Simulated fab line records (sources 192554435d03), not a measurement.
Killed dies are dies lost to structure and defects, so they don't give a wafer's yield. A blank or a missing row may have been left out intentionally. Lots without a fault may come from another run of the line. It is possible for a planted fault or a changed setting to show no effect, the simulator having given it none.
Matching of chambers | flow n5Finfet | 4 sister chambers for N5_BEOL_M2_DESCUM_33 on rieDiel-04
The step chemistry O2, time 7 s. 4 wafers are shown with their chamber, then 12 later ones without.

## WAFERS, EACH WITH ITS CHAMBER
wafer  | chamber | drypumpMotorCurrentA (A)
L082.4 | 1       | 6.3
L088.6 | 2       | 5.7
L090.2 | 3       | 5.7
L090.6 | 0       | 5.1

## WAFERS WITH NO CHAMBER GIVEN
wafer  | drypumpMotorCurrentA (A)
L092.3 | 5.7
L092.5 | 5.7
L092.6 | 5.6
L093.1 | 5.1
L093.2 | 5.7
L093.3 | 5.7
L093.4 | 5.7
L093.5 | 5.1
L093.6 | 5.7
L094.1 | 5.1
L094.3 | 5.7
L094.4 | 5.7

## EACH ONE'S CHAMBER
wafer  | from the rows above     | in truth
L092.3 | can't be placed: 2 or 3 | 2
L092.5 | can't be placed: 2 or 3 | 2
L092.6 | can't be placed: 2 or 3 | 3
L093.1 | 0                       | 0
L093.2 | can't be placed: 2 or 3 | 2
L093.3 | can't be placed: 2 or 3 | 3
L093.4 | can't be placed: 2 or 3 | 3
L093.5 | 0                       | 0
L093.6 | can't be placed: 2 or 3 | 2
L094.1 | 0                       | 0
L094.3 | can't be placed: 2 or 3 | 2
L094.4 | can't be placed: 2 or 3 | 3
3 of 12 placed correctly. From these rows, 9 cannot be placed; in 9 the true chamber is one of the candidates. 0 placed wrongly.
How it was worked out, from the rows above alone: a wafer's distance from a chamber is the root of the sum, over the readings, of the square of ((its reading less the chamber's mean) divided by the reading's scatter). The wafer belongs to the nearest chamber; if the next one is less than 2 further off, it can't be placed. A chamber's mean is the mean of its shown wafers. The scatter (one wafer shown for each chamber): square how far every hidden wafer sits from the nearest shown wafer, average those squares and take the square root.
